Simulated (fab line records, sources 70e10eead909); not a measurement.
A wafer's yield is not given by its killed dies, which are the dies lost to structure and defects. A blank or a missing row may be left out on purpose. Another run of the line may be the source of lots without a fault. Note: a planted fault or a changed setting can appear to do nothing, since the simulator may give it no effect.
A lot that was struck, set against a sound lot    flow nand-harc    14 out of 1159 route steps
Sound: these wafers, L326.1, L326.3, L326.4. Struck: wafer L340.2. (L340.3 of the same lot was not struck and is left out.) The cause comes at the end.
For every step that has rows: the tool of each side, followed by ch and its chambers, followed by its first start. Under that, the readings that differ: sound wafers    struck wafers    difference of the means    sigmas: that difference in standard deviations of wafers without a fault.
alike: words and numbers the same on both sides, and readings whose means are apart by under 2 such deviations; not compared: readings that were withheld, readings missing a value for some wafer, numbers with overlapping values and no deviation given by the record, and bounds like >300 which may hide the same value.
The two part at a step that has a row with sigmas, a row that says differs or no value, or rows on one side only. Non-overlapping numbers with no deviation appear without sigmas and do not part them. A reading that every wafer of one side lacks parts them only if that side has two wafers or more.

first, 1 step without rows for these wafers: NHARC_A_WL_FILL_ANNEAL_08 (time 1800 s).
NHARC_A_WL_FILL_ALD_10: deposits SiO2, target thk 50 nm, pulse time 10 s, ald cycles 500.
  sound on ald-hk-01 ch 0,2,3, day 16 16:10; struck on ald-hk-02 ch 2, day 19 14:14
reading                sound        struck  difference  sigmas
since-wet-clean-h (h)  137 138 137  153     +16         
  alike: heater-power-w, precursor-pulse-height-rel
  not compared: ald-cycles
NHARC_A_WL_FILL_ETCHBACK_16: etches the open film in C4F8/O2/Ar, target depth 88 nm, time 17.6 s.
  sound on rie-diel-13 ch 0,2,3; struck on rie-diel-13 ch 3
reading                 sound              struck  difference  sigmas
oes-product-au (a.u.)   0.983 0.996 0.998  0.917   -0.075      -3
rf-hours-counter-h (h)  2 2 2              4       +2          
  alike: rf-vpp-V
NHARC_A_WL_FILL_STRIP_29: strips in O2, time 20 s.
  sound on rie-diel-13 ch 0,2,3, day 16 20:22; struck on rie-diel-13 ch 2, day 19 18:59
reading                 sound  struck  difference  sigmas
rf-hours-counter-h (h)  2 2 2  4       +2          
  alike: drypump-motor-current-A, oes-product-au, rf-vpp-V, showerhead-plenum-p-Torr, throttle-valve-pct
NHARC_A_WL_FILL_ETCHBACK_17: etches the open film in Cl2/BCl3, target depth 4 nm, time 26.7 s.
  sound on rie-metal-01 ch 0,1, day 16 20:27; struck on rie-metal-03 ch 1, day 19 19:05
  alike: drypump-motor-current-A, oes-product-au
  not compared: rf-hours-counter-h
then, 3 steps without rows for these wafers: NHARC_A_WL_FILL_PRECLEAN_18 (cleans in dHF, time 30 s); NHARC_A_WL_FILL_SRD_21; NHARC_A_WL_FILL_CVD_23 (deposits poly-Si, target thk 40 nm, time 800 s).
NHARC_A_WL_FILL_ETCHBACK_26: etches the open film in HBr, target depth 52 nm, time 13.3 s.
  sound on rie-si-05 ch 0,1,2, day 17 01:32; struck on rie-si-01 ch 3, day 20 00:02
  alike: drypump-motor-current-A, oes-product-au, throttle-valve-pct
  not compared: rf-hours-counter-h
then, 2 steps without rows for these wafers: NHARC_A_WL_FILL_PRECLEAN_30 (cleans in dHF, time 10 s); NHARC_A_WL_FILL_SRD_14.
NHARC_A_WL_FILL_ALD_19: deposits TiN, target thk 2 nm, pulse time 3 s, ald cycles 100.
  sound on ald-metal-02 ch 0,1,2, day 17 01:48; struck on ald-metal-02 ch 3, day 20 00:18
reading                sound        struck  difference  sigmas
ald-cycles             100 100 100  47      -53         
since-wet-clean-h (h)  12 12 12     82      +70         
  alike: heater-power-w, precursor-pulse-height-rel
then, 1 step without rows for these wafers: NHARC_A_WL_FILL_CVD_20 (deposits W, target thk 75 nm, time 5064 s).
-- the record jumps here: 4 days lie between the struck wafers' starts before and after (it left off in module A_WL_FILL and takes up again in module END, whose first step shown is number 1159 of the route) --
NHARC_END_SORT_01:
  at this point the record logs the struck wafers (prober-02 ch 0, day 23 22:54) and has no rows for the sound ones

WHERE THEY PART
At NHARC_A_WL_FILL_ETCHBACK_16 first; at NHARC_END_SORT_01 last (within this record only).

WHY: the cause the simulator had injected
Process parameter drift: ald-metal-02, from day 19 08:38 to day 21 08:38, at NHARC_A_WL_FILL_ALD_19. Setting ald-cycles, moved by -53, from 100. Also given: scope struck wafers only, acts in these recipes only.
